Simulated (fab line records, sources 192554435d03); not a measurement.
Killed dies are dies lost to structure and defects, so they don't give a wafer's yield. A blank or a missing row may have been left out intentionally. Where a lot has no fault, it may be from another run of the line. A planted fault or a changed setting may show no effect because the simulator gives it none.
Which tool did it?	flow n5-finfet	11 lots, 33 wafers sampled, at 4 steps of a route of 1938

== WHAT EACH GAUGE READ, for each wafer ==
N5_BEOL_M15_INSPECT_30: inspects for defects (macro).
lot	measured	on	raw-defect-count
L923	day 12 08:55	defect-inspect-01	0 2 2
L924	day 12 10:41	defect-inspect-02	1 2 2
L925	day 12 12:45	defect-inspect-02	5 3 1
L927	day 12 14:40	defect-inspect-01	2 3 4
L928	day 12 16:19	defect-inspect-02	5 0 2
L934	day 14 15:20	defect-inspect-01	6 1 4
L937	day 14 19:36	defect-inspect-01	1 2 1
L935	day 15 05:52	defect-inspect-02	3 2 0
L943	day 16 21:42	defect-inspect-01	4 3 2
L945	day 17 00:16	defect-inspect-01	3 3 3
L946	day 17 07:45	defect-inspect-02	0 4 6

== TOOL THAT RAN EACH LOT (tool first, then ch and the chambers of the sampled wafers, then the start) ==
lot	N5_BEOL_M14_ANNEAL_48	N5_BEOL_M15_ETCH_57	N5_BEOL_M15_COAT_60
L923	rtp-anneal-02 ch 0, day 12 05:50	rie-diel-02 ch 0,1,2, day 12 08:05	litho-track-03 ch 0, day 12 08:35
L924	rtp-anneal-01 ch 0, day 12 06:14	rie-diel-06 ch 1,2, day 12 09:43	litho-track-04 ch 0, day 12 10:14
L925	rtp-anneal-02 ch 0, day 12 08:56	rie-diel-06 ch 0,1,2, day 12 11:55	litho-track-02 ch 0, day 12 12:25
L927	rtp-anneal-01 ch 0, day 12 09:58	rie-diel-06 ch 0,2,3, day 12 13:43	litho-track-04 ch 0, day 12 14:13
L928	rtp-anneal-02 ch 0, day 12 11:15	rie-diel-06 ch 0,1, day 12 15:22	litho-track-04 ch 0, day 12 15:52
L934	rtp-anneal-01 ch 0, day 14 12:23	rie-diel-04 ch 2,3, day 14 14:31	litho-track-04 ch 0, day 14 15:01
L937	rtp-anneal-01 ch 0, day 14 16:35	rie-diel-04 ch 0,2,3, day 14 18:46	litho-track-02 ch 0, day 14 19:16
L935	rtp-anneal-01 ch 0, day 15 02:32	rie-diel-02 ch 1,2,3, day 15 04:55	litho-track-04 ch 0, day 15 05:25
L943	rtp-anneal-02 ch 0, day 16 18:23	rie-diel-02 ch 1,2,3, day 16 20:45	litho-track-03 ch 0, day 16 21:15
L945	rtp-anneal-02 ch 0, day 16 21:05	rie-diel-04 ch 2,3, day 16 23:19	litho-track-03 ch 0, day 16 23:49
L946	rtp-anneal-01 ch 0, day 17 04:26	rie-diel-06 ch 2,3, day 17 06:48	litho-track-03 ch 0, day 17 07:18
- N5_BEOL_M14_ANNEAL_48: time 90 s.
- N5_BEOL_M15_ETCH_57: etches SOC in N2/H2, time 750 s.
- N5_BEOL_M15_COAT_60: time 60 s, resist thk 89 nm.

== WHAT THE TOOLS THEMSELVES READ (means of the sampled wafers that have a number; where no wafer has one, the mark that the record gives instead) ==
N5_BEOL_M14_ANNEAL_48.
lot	tool	wafer_temp_C_max
L923	rtp-anneal-02	225.67
L924	rtp-anneal-01	225.62
L925	rtp-anneal-02	226.00
L927	rtp-anneal-01	225.71
L928	rtp-anneal-02	226.29
L934	rtp-anneal-01	225.64
L937	rtp-anneal-01	225.79
L935	rtp-anneal-01	225.84
L943	rtp-anneal-02	226.00
L945	rtp-anneal-02	226.10
L946	rtp-anneal-01	225.72

N5_BEOL_M15_ETCH_57.
lot	tool	drypump-motor-current-A (A)	h2-flow-sccm (sccm)	oes-product-au (a.u.)	rf-vpp-V (V)	showerhead-plenum-p-Torr (Torr)	throttle-valve-pct (%)
L923	rie-diel-02	5.78	199.8	0.72	522.4	2.49	18.0
L924	rie-diel-06	5.84	199.9	0.80	526.8	2.62	17.8
L925	rie-diel-06	5.86	200.2	0.86	526.6	2.61	17.7
L927	rie-diel-06	5.91	199.6	0.81	524.6	2.56	17.8
L928	rie-diel-06	5.87	199.8	0.94	526.1	2.60	17.6
L934	rie-diel-04	5.58	200.6	0.75	522.3	2.50	17.9
L937	rie-diel-04	5.72	199.3	0.76	522.8	2.54	17.9
L935	rie-diel-02	5.62	200.2	0.86	523.7	2.50	17.7
L943	rie-diel-02	5.61	200.0	0.83	523.4	2.49	17.7
L945	rie-diel-04	5.72	200.4	0.87	521.5	2.48	17.4
L946	rie-diel-06	5.90	200.0	0.71	524.0	2.55	18.1

N5_BEOL_M15_COAT_60.
lot	tool	chill-plate-temp-C (C)	spin-speed-rpm (rpm)
L923	litho-track-03	23.08	1500.4
L924	litho-track-04	23.09	1500.8
L925	litho-track-02	23.03	1498.9
L927	litho-track-04	22.93	1498.0
L928	litho-track-04	23.01	1500.6
L934	litho-track-04	22.99	1212.5
L937	litho-track-02	22.97	1500.8
L935	litho-track-04	23.02	1214.0
L943	litho-track-03	22.82	1500.5
L945	litho-track-03	22.96	1498.4
L946	litho-track-03	22.99	1499.7

== THE ANSWER, worked out from the rows above alone ==
Rule: usual is defined by the lots themselves. The widest of any qualifying gaps counts: lots, ordered by their means at a reading, are off when they make up no more than a third of the lots, leave a main group of 4 or more, and stand apart from it by 3 or more times the standard deviation of that group's means. The tables above print the reading to a certain number of digits; a main group whose means all agree to those digits is not used. Also off: a lot with no number at a reading for which 4 or more lots have one. Any other lot the step has rows for is counted as sound. After the gauges, taken in route order, come the tools' own readings; for these a lot's mean is taken, as printed above. At the first step where some lot is off, the reading lying furthest off is the one used; lots without a number count as furthest.
Off: L934, L935, at N5_BEOL_M15_COAT_60 (spin-speed-rpm). Main group: mean 1499.8 rpm, sd 1.
A tool fits if, at that step or a process step before it, it ran every lot that is off, and no sound lot after the first of them. One candidate fits, namely litho-track-04 at N5_BEOL_M15_COAT_60. Its last sound lot is L928 (day 12 15:52), its first lot that is off L934 (day 14 15:01): a fault that began between those two fits.
The tool's own readings at N5_BEOL_M15_COAT_60 bear it out: on the lots that are off they differ by more than 5 times the standard deviation of the sound lots' means. spin-speed-rpm reads 1213.2 rpm there against 1499.8 rpm on the sound lots.

== WHAT THE SIMULATOR PUT IN ==
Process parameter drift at N5_BEOL_M15_COAT_60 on litho-track-04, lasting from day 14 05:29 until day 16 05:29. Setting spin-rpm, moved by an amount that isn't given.
Lots struck among those shown: L934, L935. The rule given above showed the same thing.
